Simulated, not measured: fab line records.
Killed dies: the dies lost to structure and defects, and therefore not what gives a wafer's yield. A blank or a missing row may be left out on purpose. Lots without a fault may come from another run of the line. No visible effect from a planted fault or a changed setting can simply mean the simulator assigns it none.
Chamber matching | flow n5Finfet | 3 sister chambers for N5_BEOL_M4_CO_CAP_55 on cvdCo-01
The step material Co, precursor CCTBA/H2, target thk 2 nm, time 102.1 s. 14 wafers are shown with their chamber, then 7 later ones without.

## WAFERS PAIRED WITH THEIR CHAMBERS
wafer  | chamber | heaterPowerW (W) | susceptorTempC (C)
L665.3 | 0       | 240              | 199.89
L665.4 | 2       | 263              | 199.85
L665.6 | 0       | 238              | 200.34
L666.3 | 0       | 242              | 200.03
L666.5 | 2       | 253              | 199.89
L667.1 | 2       | 257              | 199.94
L667.4 | 2       | 266              | 200.25
L667.5 | 1       | 291              | 200.00
L668.1 | 0       | 236              | 200.06
L668.3 | 1       | 287              | 199.89
L668.5 | 1       | 296              | 199.87
L671.1 | 0       | 240              | 200.28
L671.3 | 1       | 294              | 200.08
L671.6 | 1       | 301              | 200.16

SIGNATURES (means of the wafers above)
reading        | chamber 0 | chamber 1 | chamber 2 | scatter within a chamber
heaterPowerW   | 239.20    | 293.80    | 259.75    | 4.62
susceptorTempC | 200.1200  | 200.0000  | 199.9825  | 0.165
Rule: for a wafer and a chamber, the distance is found by dividing, reading by reading, the gap between the wafer's reading and the chamber's mean by the reading's scatter, squaring, summing and taking the root. If the next closest chamber is less than 2 further off than the closest, the wafer can't be placed; otherwise it belongs to the closest. The scatter: the root of (the sum of the squares of (reading less its chamber's mean) over the shown wafers, divided by (wafers less chambers)).

## WAFERS MISSING THEIR CHAMBER
wafer  | heaterPowerW (W) | susceptorTempC (C)
L680.5 | 240              | 199.78
L680.6 | 266              | 199.98
L681.5 | 246              | 200.22
L681.6 | 295              | 200.06
L687.1 | 265              | 200.05
L687.3 | 294              | 200.01
L687.6 | 299              | 199.95

## CHAMBER TAKEN BY EACH
wafer  | from the rows above     | in truth
L680.5 | 0                       | 0
L680.6 | 2                       | 2
L681.5 | can't be placed: 0 or 2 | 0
L681.6 | 1                       | 1
L687.1 | 2                       | 2
L687.3 | 1                       | 1
L687.6 | 1                       | 1
Correctly placed: 6 of 7. From these rows, 1 cannot be placed; in 1 the true chamber is one of the candidates. Number placed wrongly: 0.
